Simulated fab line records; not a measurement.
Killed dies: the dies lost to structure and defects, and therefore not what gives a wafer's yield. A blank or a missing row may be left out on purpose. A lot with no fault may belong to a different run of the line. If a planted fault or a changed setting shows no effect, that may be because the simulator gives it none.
Matching of chambers + flow n5Finfet + N5_BEOL_M7_PECVD_70 on pecvd-03 has 3 sister chambers
The step deposits SiO2 from TEOS/O2, target thk 20 nm, time 22.7 s. 6 wafers are shown with their chamber, then 10 later ones without.

## WAFERS, EACH WITH ITS CHAMBER
| wafer  | chamber | throttleValvePct (%) | showerheadPlenumPTorr (Torr) |
|--------|---------|----------------------|------------------------------|
| L090.6 | 2       | 21.8                 | 8.71                         |
| L091.1 | 1       | 21.0                 | 8.86                         |
| L091.3 | 2       | 21.9                 | 8.74                         |
| L091.5 | 0       | 24.7                 | 8.90                         |
| L092.1 | 0       | 24.7                 | 8.93                         |
| L092.2 | 1       | 21.0                 | 8.87                         |

## WAFERS WHOSE CHAMBER IS MISSING
| wafer  | throttleValvePct (%) | showerheadPlenumPTorr (Torr) |
|--------|----------------------|------------------------------|
| L092.6 | 24.6                 | 8.86                         |
| L094.1 | 24.6                 | 8.94                         |
| L094.5 | 24.3                 | 8.90                         |
| L094.6 | 20.9                 | 8.86                         |
| L093.1 | 21.0                 | 8.86                         |
| L093.4 | 24.4                 | 8.91                         |
| L093.5 | 21.0                 | 8.85                         |
| L097.1 | 24.7                 | 8.89                         |
| L097.3 | 21.1                 | 8.85                         |
| L097.5 | 24.6                 | 8.90                         |

## WHICH CHAMBER EACH WENT THROUGH
| wafer  | from the rows above | in truth |
|--------|---------------------|----------|
| L092.6 | 0                   | 0        |
| L094.1 | 0                   | 0        |
| L094.5 | 0                   | 0        |
| L094.6 | 1                   | 1        |
| L093.1 | 1                   | 1        |
| L093.4 | 0                   | 0        |
| L093.5 | 1                   | 1        |
| L097.1 | 0                   | 0        |
| L097.3 | 1                   | 1        |
| L097.5 | 0                   | 0        |
Placed correctly: 10 of 10. Can't be placed from these rows: 0. Number placed wrongly: 0.
How it was worked out, from the rows above alone: a wafer's distance from a chamber is the root of the sum, over the readings, of the square of ((its reading less the chamber's mean) divided by the reading's scatter). If the next closest chamber is less than 2 further off than the closest, the wafer can't be placed; otherwise it belongs to the closest. Each chamber's mean is taken over the wafers shown for it. How the scatter is found: for the shown wafers, subtract from each reading the mean of its chamber, square and add these, divide the total by (wafers less chambers), then take the root.
